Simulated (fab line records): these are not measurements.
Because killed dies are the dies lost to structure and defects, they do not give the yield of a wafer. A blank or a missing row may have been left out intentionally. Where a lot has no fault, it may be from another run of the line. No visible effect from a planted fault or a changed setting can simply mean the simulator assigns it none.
Chamber matching | flow nand harc | NHARC_P_GATE_DESCUM_48 on rie diel-03 has 4 sister chambers
The step chemistry O2, time 3 s. 7 wafers are shown with their chamber, then 7 later ones without.

## WAFERS WITH THEIR CHAMBER
wafer  | chamber | oes product au (a.u.) | throttle valve pct (%)
L084.5 | 2       | 0.978                 | 11.310
L085.2 | 3       | 0.998                 | 11.311
L089.2 | 3       | 0.981                 | 11.306
L089.4 | 2       | 0.984                 | 11.304
L089.5 | 1       | 0.991                 | 11.312
L092.1 | 1       | 0.976                 | 11.299
L092.2 | 0       | 0.993                 | 11.316

## WAFERS WITH NO CHAMBER GIVEN
wafer  | oes product au (a.u.) | throttle valve pct (%)
L092.5 | 0.974                 | 11.315
L094.2 | 0.985                 | 11.301
L094.4 | 1.004                 | 11.310
L094.6 | 0.985                 | 11.320
L096.1 | 0.996                 | 11.317
L096.4 | 0.988                 | 11.322
L096.5 | 1.011                 | 11.312

## WHICH CHAMBER EACH WENT THROUGH
wafer  | from the rows above               | in truth
L092.5 | can't be placed: 2 or 1 or 3 or 0 | 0
L094.2 | can't be placed: 1 or 2 or 3 or 0 | 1
L094.4 | can't be placed: 0 or 3 or 1 or 2 | 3
L094.6 | can't be placed: 0 or 3 or 2 or 1 | 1
L096.1 | can't be placed: 0 or 3 or 2 or 1 | 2
L096.4 | can't be placed: 0 or 3 or 2 or 1 | 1
L096.5 | can't be placed: 0 or 3 or 1 or 2 | 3
Placed correctly: 0 of 7. Unplaceable from these rows: 7, with the true chamber sitting among the candidates in 7. Number placed wrongly: 0.
How it was worked out, from the rows above alone: a wafer's distance from a chamber is the root of the sum, over the readings, of the square of ((its reading less the chamber's mean) divided by the reading's scatter). If the next closest chamber is less than 2 further off than the closest, the wafer can't be placed; otherwise it belongs to the closest. Each chamber's mean is taken over the wafers shown for it. How the scatter is found: for the shown wafers, subtract from each reading the mean of its chamber, square and add these, divide the total by (wafers less chambers), then take the root.
